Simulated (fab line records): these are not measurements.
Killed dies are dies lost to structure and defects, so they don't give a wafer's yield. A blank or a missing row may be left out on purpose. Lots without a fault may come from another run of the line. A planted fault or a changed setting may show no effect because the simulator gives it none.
One fault seen from 2 desks    flow n5-finfet    numbers are kept per desk, each desk with only its own; the story behind them comes last

## FROM THE METROLOGY DESK
Lot by lot, what the gauges showed, no matter which tool ran the lot: averages of those sampled wafers that carry a number. The brackets show how far a lot's mean lies from the usual mean; more than 4 standard deviations puts the lot out of limits, marked OUT.
Columns: A = cd-nm at N5_HKMG_FIN_CD_MEAS_12, usual 93.1 nm; B = NWFM_OVL at N5_HKMG_FIN_OVL_MEAS_13, usual 0.5 nm
lot   first seen here  A               B
L812  day 4 03:08      92.7            1.1
L813  day 4 09:56      93.1            0.3
L815  day 4 22:35      93.1            1.3
L816  day 5 01:25      93.5            -0.1
L817  day 5 10:46      93.2            0.0
L819  day 5 20:30      92.9            0.5
L822  day 6 15:52      74.4 (-38) OUT  0.1
L823  day 7 06:07      75.5 (-36) OUT  0.3
L827  day 7 23:16      92.6            0.1
L826  day 7 23:57      93.5            0.2
L833  day 9 11:14      93.0            1.4
L835  day 10 16:38     92.6            -1.0
This desk finds L822, L823 out of limits, L822 being first, at day 6 15:52 (cd-nm at N5_HKMG_FIN_CD_MEAS_12). L812, L813, L815, L816, L817, L819, L827, L826, L833, L835: within limits.

## THE DEFECT DESK
Per lot, the means of the sampled wafers with a number show what the inspections along the route counted. The brackets show how far a lot's mean lies from the usual mean; more than 4 standard deviations puts the lot out of limits, marked OUT.
Columns: A = raw-defect-count at N5_HKMG_FIN_INSPECT_14, usual 2.1
lot   first seen here  A
L812  day 4 03:11      4.0
L813  day 4 09:59      2.3
L815  day 4 22:38      1.3
L816  day 5 01:29      2.7
L817  day 5 10:49      3.0
L819  day 5 20:33      4.0
L822  day 6 15:56      2.3
L823  day 7 06:10      2.7
L827  day 7 23:19      0.7
L826  day 8 00:00      4.3
L833  day 9 11:17      1.7
L835  day 10 16:41     2.3
This desk found nothing out of limits on any of the 12 lots.

## ALL TOGETHER
L822, L823 would have let the metrology desk raise an alarm at day 6 15:52.
No out-of-limits result turned up at the defect desk.
The defect desk has L822, L823 on record, within its limits.
Of the lots named, all ran N5_HKMG_FIN_PEB_10 on litho-track-03.

## WHAT WAS PUT IN BY THE SIMULATOR
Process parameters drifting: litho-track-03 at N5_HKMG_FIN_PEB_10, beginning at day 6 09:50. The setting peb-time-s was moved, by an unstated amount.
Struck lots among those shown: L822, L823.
Per desk, hours elapsed from the start of the fault to the first reading out of limits: for the metrology desk, 6.
